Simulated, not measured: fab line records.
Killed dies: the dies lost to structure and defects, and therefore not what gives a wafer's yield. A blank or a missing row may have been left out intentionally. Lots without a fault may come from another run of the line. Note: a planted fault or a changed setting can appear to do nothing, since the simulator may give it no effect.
A lot that was struck, set against a sound lot + flow nand_harc + 14 out of 1302 route steps
Sound: these wafers, L283.1, L283.4, L283.6. Wafers L282.1, L282.3, L282.4 were the ones struck. Last of all comes the cause.
Per side, at each step with rows, come the tool, then ch with its chambers, and then its first start. Under that, the readings that differ: sound wafers + struck wafers + difference of the means + sigmas: that difference in standard deviations of wafers without a fault.
alike: readings whose means differ by less than 2 such deviations, and words and numbers that are the same on both sides. not compared: withheld readings, readings that some wafer has no value for, bounds like >300 that may hide the same value, and numbers for which the record gives no deviation and whose values overlap.
A row with sigmas, a row that says differs or no value, or rows on one side alone: a step with any of these is where the two part. When numbers do not overlap yet have no deviation, they are printed without sigmas and do not part them. A reading missing from all wafers of one side parts the sides only when that side holds two or more wafers.

NHARC_A_STAIRCASE_TRIM_26: chemistry O2, time 211.2 s.
  sound: rie_diel-04 ch 0,1,2; struck: rie_diel-07 ch 0,2,3
  alike: drypump_motor_current_A, oes_product_au, rf_vpp_V, showerhead_plenum_p_Torr, throttle_valve_pct
  not compared: rf_hours_counter_h
NHARC_A_STAIRCASE_ETCH_27: etches the open film in C4F8/O2, target depth 100 nm, time 40.5 s.
  sound: rie_diel-04 ch 1,3; struck: rie_diel-07 ch 0,2,3
  alike: oes_product_au, rf_vpp_V
  not compared: rf_hours_counter_h
NHARC_A_STAIRCASE_STRIP_175: strips in O2.
  sound on plasma_asher-02 ch 0,1, day 21 11:53; struck on plasma_asher-01 ch 0,1, day 21 18:49
| reading                     | sound       | struck      | difference | sigmas |
|-----------------------------|-------------|-------------|------------|--------|
| drypump_motor_current_A (A) | 5.8 5.9 5.8 | 5.1 5.2 5.3 | -0.6       | -2     |
  alike: heater_power_w
  not compared: rf_hours_counter_h
then, 8 steps without rows for these wafers: NHARC_A_STAIRCASE_STRIP_148 (strips in SPM, time 900 s); NHARC_A_STAIRCASE_PRECLEAN_149 (cleans in SC1); NHARC_A_STAIRCASE_SRD_150; NHARC_A_STAIRCASE_DEHYDRATE_176 (time 120 s); NHARC_A_STAIRCASE_HMDS_177 (time 30 s); NHARC_A_STAIRCASE_COAT_178; NHARC_A_STAIRCASE_SOFTBAKE_179 (time 170 s); NHARC_A_STAIRCASE_EBR_180.
NHARC_A_STAIRCASE_EXPOSE_181: exposes mask STAIR 2.
  sound on krf_scanner-04 ch 0, day 21 12:55; struck on krf_scanner-03 ch 0, day 21 19:54
| reading              | sound                | struck               | difference | sigmas |
|----------------------|----------------------|----------------------|------------|--------|
| exposure_dose_mJ_cm2 | 27.892 27.866 27.880 | 27.367 27.356 27.345 | -0.523     | -19    |
  alike: mask
then, 1 step without rows for these wafers: NHARC_A_STAIRCASE_PEB_182 (peb time 130 s).
-- jump in the record: it breaks off in module A_STAIRCASE and resumes in module END (first step shown: number 1302 of the route), and 8 days separate the struck wafers' starts before and after --
NHARC_END_SORT_01:
  at this point the record logs the struck wafers (prober-02 ch 0, day 29 21:26) and has no rows for the sound ones

== WHERE THEY PART ==
Last at NHARC_END_SORT_01 as far as this record goes, first at NHARC_A_STAIRCASE_STRIP_175.

WHY: what had been put in by the simulator
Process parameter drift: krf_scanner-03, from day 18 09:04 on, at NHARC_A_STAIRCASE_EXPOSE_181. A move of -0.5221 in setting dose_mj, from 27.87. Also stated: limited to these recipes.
